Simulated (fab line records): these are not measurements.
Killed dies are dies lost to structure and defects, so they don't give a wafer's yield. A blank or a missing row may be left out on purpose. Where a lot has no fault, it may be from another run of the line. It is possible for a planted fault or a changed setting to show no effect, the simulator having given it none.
The tool behind it: which one? -- flow n5 finfet -- Sampling: 9 lots, 26 wafers, 5 of 1938 route steps

## WHAT THE GAUGES SHOWED, per wafer
N5_MOL_CONTACT_COAG_CD_MEAS_84 targets a cd of 25.1 nm. Usual: cd nm 25.07 nm, standard deviation 0.28.
lot,measured,on,cd nm (nm),flag
L277,day 5 00:01,cd sem-01,24.70 25.07 24.99,
L281,day 6 07:52,cd sem-02,25.23 25.13 25.49,
L283,day 6 17:16,cd sem-03,25.03 25.61 25.28,
L286,day 7 06:47,cd sem-02,25.57 25.26,
L292,day 8 23:54,cd sem-01,24.86 24.75 25.11,
L294,day 9 10:39,cd sem-03,24.79 24.03 25.36,
L297,day 10 01:50,cd sem-02,24.98 25.03 25.01,
L298,day 10 09:06,cd sem-03,24.82 25.29 25.38,
L299,day 10 21:20,cd sem-03,24.76 24.69 25.09,

N5_MOL_CONTACT_COAG_CD_MEAS_137 targets a cd of 16 nm. Usual: cd nm 16.0 nm, standard deviation 0.3.
lot,measured,on,cd nm (nm),flag
L277,day 5 00:57,cd sem-01,16.1 16.1 15.7,
L281,day 6 08:47,cd sem-01,16.1 16.0 16.1,
L283,day 6 18:16,cd sem-01,16.1 15.9 16.5,
L286,day 7 07:56,cd sem-01,16.4 16.5,
L292,day 9 00:50,cd sem-03,15.9 16.2 15.3,
L294,day 9 11:35,cd sem-01,15.6 15.8 16.2,
L297,day 10 02:47,cd sem-03,15.3 16.2 15.6,
L298,day 10 10:04,cd sem-03,15.7 16.2 15.8,
L299,day 10 22:35,cd sem-01,16.6 16.1 15.8,

N5_BEOL_M4_RC_MEAS_101. Usual: DIBL_N 35.7 mV/V, standard deviation 1.3; DIBL_P 35.4 mV/V, standard deviation 1.8; IOFF_N 0.152 nA/um, standard deviation 0.027; IOFF_P 0.20 nA/um, standard deviation 0.034; ION_N 672 uA/um, standard deviation 9.8; ION_P 461 uA/um, standard deviation 7.5; SS_N 71.4 mV/dec, standard deviation 0.55; SS_P 73.1 mV/dec, standard deviation 0.61; VT_N 251 mV, standard deviation 3.3; VT_P -251 mV, standard deviation 3.6.
lot,measured,on,DIBL_N (mV/V),DIBL_P (mV/V),IOFF_N (nA/um),IOFF_P (nA/um),ION_N (uA/um),ION_P (uA/um),SS_N (mV/dec),SS_P (mV/dec),VT_N (mV),VT_P (mV),flag
L277,day 7 18:44,prober-02,37.2 35.0 35.2,39.2 38.2 36.6,0.199 0.160 0.161,0.27 0.24 0.22,681 672 684,469 465 467,72.2 71.1 71.0,74.2 73.9 73.7,247 248 248,-244 -246 -247,
L281,day 8 23:14,prober-01,35.8 36.4 36.6,36.2 37.6 37.3,0.162 0.186 0.188,0.18 0.19 0.19,676 688 673,452 469 453,71.3 71.3 72.3,73.1 73.7 73.8,253 246 251,-258 -252 -253,
L283,day 9 08:35,prober-02,35.7 35.7 35.1,36.7 36.7 36.3,0.162 0.163 0.152,0.23 0.23 0.22,680 678 678,468 467 467,71.3 71.4 71.0,72.6 72.1 73.0,247 247 249,-247 -248 -247,
L286,day 10 03:15,prober-02,36.5 37.4,34.9 36.3,0.147 0.156,0.19 0.21,671 675,458 458,72.1 72.1,73.5 73.0,251 253,-248 -249,
L292,day 11 16:05,prober-01,35.6 35.8 37.4,34.7 35.1 37.0,0.137 0.145 0.172,0.17 0.18 0.21,675 665 670,451 456 454,71.7 71.5 71.8,73.1 73.2 73.4,254 253 250,-254 -256 -251,
L294,day 12 15:07,prober-01,34.7 33.4 35.4,33.2 31.7 35.0,0.143 0.122 0.164,0.19 0.17 0.21,674 666 676,463 462 469,72.2 71.8 72.1,73.0 73.3 73.5,252 254 252,-249 -251 -249,
L297,day 12 17:35,prober-02,33.4 33.5 36.0,34.1 33.9 36.6,0.116 0.108 0.151,0.15 0.15 0.18,656 649 663,451 445 452,71.0 70.8 71.3,72.4 72.5 73.1,256 258 251,-258 -256 -257,
L298,day 12 22:13,prober-02,35.3 37.8 35.5,35.0 38.1 35.2,0.137 0.182 0.137,0.18 0.22 0.18,679 689 678,464 468 466,70.7 71.5 71.0,72.9 73.6 73.5,254 249 250,-252 -249 -253,
L299,day 13 20:10,prober-01,34.3 36.4 35.3,34.6 36.6 35.2,0.123 0.150 0.124,0.18 0.20 0.17,663 673 667,458 464 456,71.2 71.5 71.2,72.0 73.5 72.7,253 250 253,-252 -250 -251,

## WHICH TOOL RAN EACH LOT (tool, then ch and the chambers of the sampled wafers, then the start)
lot,N5_MOL_CONTACT_COAG_ETCH_89,N5_MOL_CONTACT_COAG_VIA_ETCH_46
L277,"rie diel-01 ch 1,2,3, day 5 00:11","rie diel-06 ch 0,1,3, day 5 00:37"
L281,"rie diel-05 ch 1,2, day 6 08:01","rie diel-06 ch 2,3, day 6 08:27"
L283,"rie diel-05 ch 0,1,2, day 6 17:25","rie diel-01 ch 0,2,3, day 6 17:55"
L286,"rie diel-05 ch 1,2, day 7 07:09","rie diel-01 ch 1,3, day 7 07:36"
L292,"rie diel-06 ch 0,2,3, day 9 00:04","rie diel-06 ch 0,1,3, day 9 00:30"
L294,"rie diel-06 ch 1,2, day 9 10:48","rie diel-06 ch 1,2, day 9 11:14"
L297,"rie diel-05 ch 0,1, day 10 02:01","rie diel-01 ch 0,1, day 10 02:26"
L298,"rie diel-05 ch 1,2,3, day 10 09:16","rie diel-05 ch 0,1,2, day 10 09:41"
L299,"rie diel-01 ch 2,3, day 10 21:32","rie diel-06 ch 0,1,2, day 10 22:01"
- N5_MOL_CONTACT_COAG_ETCH_89: etches underlayer in N2/H2, target depth 13 nm, time 10.4 s.
- N5_MOL_CONTACT_COAG_VIA_ETCH_46: etches SiO2 in C4F6/O2, target depth 46 nm, overetch 9.2 nm, time 40 s.

## AS READ BY THE TOOLS THEMSELVES (means over the sampled wafers that have a number; for cases with no such wafer, the mark the record gives instead)
N5_MOL_CONTACT_COAG_ETCH_89. Usual: chamber pressure mTorr 30.00 mTorr, standard deviation 0.031; drypump motor current A 5.6 A, standard deviation 0.43; etch rf on time s 10.34 s, standard deviation 0.17; oes product au 0.70 a.u., standard deviation 0.074; rf fwd power W 819.0 W, standard deviation 2.6; rf vpp V 524.5 V, standard deviation 2.6; showerhead plenum p Torr 2.56 Torr, standard deviation 0.091; throttle valve pct 17.82 %, standard deviation 0.25.
lot,tool,chamber pressure mTorr (mTorr),drypump motor current A (A),etch rf on time s (s),oes product au (a.u.),rf fwd power W (W),rf vpp V (V),showerhead plenum p Torr (Torr),throttle valve pct (%),flag
L277,rie diel-01,29.99,5.4,10.26,0.67,819.8,522.2,2.48,17.74,
L281,rie diel-05,30.01,6.0,10.13,0.82,821.1,524.1,2.56,17.66,
L283,rie diel-05,29.98,5.8,8.85,0.89,822.1,524.0,2.51,17.70,OFF
L286,rie diel-05,30.03,5.9,7.98,0.94,820.0,524.8,2.53,17.78,OFF
L292,rie diel-06,30.03,5.4,10.40,0.64,818.0,525.8,2.60,18.05,
L294,rie diel-06,30.01,6.1,10.46,0.69,816.8,525.8,2.64,17.99,
L297,rie diel-05,29.98,5.7,10.35,0.74,819.9,522.3,2.51,17.57,
L298,rie diel-05,30.02,5.6,10.19,0.74,818.0,525.7,2.58,17.71,
L299,rie diel-01,30.00,5.4,10.40,0.66,821.2,521.9,2.45,17.68,

N5_MOL_CONTACT_COAG_VIA_ETCH_46. Usual: C4F6_flow_sccm 10.00 sccm, standard deviation 0.031; chamber pressure mTorr 10.001 mTorr, standard deviation 0.0093; drypump motor current A 5.6 A, standard deviation 0.48; oes product au 0.72 a.u., standard deviation 0.076; rf fwd power W 323.1 W, standard deviation 1.2; rf vpp V 1581 V, standard deviation 12; showerhead plenum p Torr 2.89 Torr, standard deviation 0.099; throttle valve pct 40.96 %, standard deviation 0.27.
lot,tool,C4F6_flow_sccm (sccm),chamber pressure mTorr (mTorr),drypump motor current A (A),oes product au (a.u.),rf fwd power W (W),rf vpp V (V),showerhead plenum p Torr (Torr),throttle valve pct (%),flag
L277,rie diel-06,9.99,9.996,5.6,0.75,323.8,1587,2.99,41.12,
L281,rie diel-06,10.00,10.002,5.8,0.64,321.7,1578,2.86,41.05,
L283,rie diel-01,9.98,9.994,5.6,0.70,322.5,1578,2.77,40.79,
L286,rie diel-01,9.99,10.011,5.4,0.68,322.0,1586,2.79,40.77,
L292,rie diel-06,9.98,10.006,5.6,0.72,323.7,1586,2.98,41.13,
L294,rie diel-06,10.01,9.996,6.1,0.73,323.9,1571,2.94,41.10,
L297,rie diel-01,10.00,9.995,6.0,0.62,322.7,1573,2.81,41.23,
L298,rie diel-05,10.01,9.998,5.8,0.76,323.0,1577,2.80,40.76,
L299,rie diel-06,9.97,10.009,5.6,0.70,323.5,1576,2.93,41.03,

## THE ANSWER, worked out from the rows above alone
Rule: a lot counts as off when the mean over its wafers that have a number is more than 3 standard deviations away from the usual mean. Also off: a lot with no number at a reading for which 4 or more lots have one. Any other lot the step has rows for is counted as sound. First the gauges in route order, then the tools' own readings, where a lot's mean is used as printed above. At the first step where some lot is off, the reading lying furthest off is the one used; lots without a number count as furthest.
Off: L283, L286, at N5_MOL_CONTACT_COAG_ETCH_89 (etch rf on time s).
If a tool, at that step or one of the process steps before it, ran each lot that is off and ran no sound lot following the first of them, it fits. No candidate that was tried fits.

## WHAT THE SIMULATOR HAD INSERTED
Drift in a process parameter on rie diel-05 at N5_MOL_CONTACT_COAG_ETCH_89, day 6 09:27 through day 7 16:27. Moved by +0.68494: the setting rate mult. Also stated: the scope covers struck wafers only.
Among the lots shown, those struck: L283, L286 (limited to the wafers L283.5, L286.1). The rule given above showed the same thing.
